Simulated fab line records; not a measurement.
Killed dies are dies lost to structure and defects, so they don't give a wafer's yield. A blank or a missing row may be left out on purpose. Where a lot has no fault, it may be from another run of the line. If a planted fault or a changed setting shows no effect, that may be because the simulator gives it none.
What tool caused it? / flow n5 finfet / 10 lots, 29 wafers sampled, at 1 step of a route of 1938

WHAT EACH GAUGE READ, for each wafer
N5_MOL_CONTACT_COAG_CD_MEAS_99: the cd target is 17.2 nm.
lot=L432; measured=day 5 00:41; on=cd sem-01; cd nm (nm)=17.1 17.0 17.1
lot=L434; measured=day 5 13:22; on=cd sem-03; cd nm (nm)=17.9 16.6 17.1
lot=L435; measured=day 5 21:19; on=cd sem-01; cd nm (nm)=17.1 16.9
lot=L437; measured=day 6 11:37; on=cd sem-03; cd nm (nm)=17.5 16.9 17.1
lot=L439; measured=day 6 18:16; on=cd sem-01; cd nm (nm)=17.2 17.1 16.7
lot=L440; measured=day 7 00:07; on=cd sem-03; cd nm (nm)=17.4 17.4 17.4
lot=L446; measured=day 8 16:41; on=cd sem-01; cd nm (nm)=17.2 17.3 17.3
lot=L449; measured=day 9 04:37; on=cd sem-01; cd nm (nm)=16.7 17.0 17.1
lot=L448; measured=day 9 05:25; on=cd sem-03; cd nm (nm)=16.8 17.2 17.0
lot=L451; measured=day 9 21:18; on=cd sem-01; cd nm (nm)=16.8 16.9 16.6

EACH LOT AND THE TOOL THAT RAN IT (in order: tool; ch and the chambers of the sampled wafers; start)
Record: no process step prior to these readings.

THE ANSWER, worked out from the rows above alone
Rule: the lots themselves supply what counts as usual. Put in order of their means at a reading, lots are off if they are a third of the lots or fewer, leave a main group of 4 or more, and stand apart from it by a gap of 3 or more times the standard deviation of the main group's means; of several such gaps the widest counts. Not used: any main group whose means are identical at the precision the tables above print for the reading. Also off: a lot with no number at a reading for which 4 or more lots have one. Where the step has rows for the other lots, those lots are counted as sound.
Nothing can be told from this: no lot is off at any reading shown.

WHAT THE SIMULATOR PUT IN
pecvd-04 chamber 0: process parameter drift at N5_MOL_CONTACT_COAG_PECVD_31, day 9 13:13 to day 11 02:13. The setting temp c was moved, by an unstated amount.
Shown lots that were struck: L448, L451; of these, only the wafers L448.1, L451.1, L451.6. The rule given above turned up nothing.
